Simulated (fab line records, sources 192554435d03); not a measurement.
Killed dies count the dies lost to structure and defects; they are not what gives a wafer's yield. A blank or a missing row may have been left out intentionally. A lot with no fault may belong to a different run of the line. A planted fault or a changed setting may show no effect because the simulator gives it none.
Matching of chambers | flow n5Finfet | N5_BEOL_M7_ALD_77 on aldMetal-01 has 4 sister chambers
The step deposits TaN, target thk 2 nm, pulse time 2 s, purge time 3 s. 4 wafers are shown with their chamber, then 12 later ones without.

== WAFERS PAIRED WITH THEIR CHAMBERS ==
wafer  | chamber | heaterPowerW (W)
L083.5 | 2       | 472
L083.6 | 3       | 482
L082.4 | 1       | 517
L082.5 | 0       | 401

== WAFERS WITHOUT THEIR CHAMBER ==
wafer  | heaterPowerW (W)
L086.1 | 480
L086.4 | 535
L086.5 | 480
L089.1 | 518
L089.2 | 402
L089.4 | 495
L091.1 | 488
L091.4 | 470
L091.6 | 477
L094.1 | 518
L094.4 | 415
L094.6 | 517

== THE CHAMBER EACH PASSED THROUGH ==
wafer  | from the rows above          | in truth
L086.1 | can't be placed: 3 or 2      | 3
L086.4 | 1                            | 1
L086.5 | can't be placed: 3 or 2      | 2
L089.1 | 1                            | 1
L089.2 | 0                            | 0
L089.4 | can't be placed: 3 or 1 or 2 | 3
L091.1 | can't be placed: 3 or 2      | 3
L091.4 | can't be placed: 2 or 3      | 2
L091.6 | can't be placed: 2 or 3      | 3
L094.1 | 1                            | 1
L094.4 | 0                            | 0
L094.6 | 1                            | 1
6 of 12 placed correctly. Not placeable from these rows: 6 (in 6, the candidates include the true chamber). Placed wrongly: 0.
How it was worked out, from the rows above alone: a wafer's distance from a chamber is the root of the sum, over the readings, of the square of ((its reading less the chamber's mean) divided by the reading's scatter). The wafer belongs to the nearest chamber; if the next one is less than 2 further off, it can't be placed. The mean given for a chamber averages the wafers shown for that chamber. The scatter: root of mean squared gap, hidden wafer to nearest shown wafer, with one shown wafer a chamber.
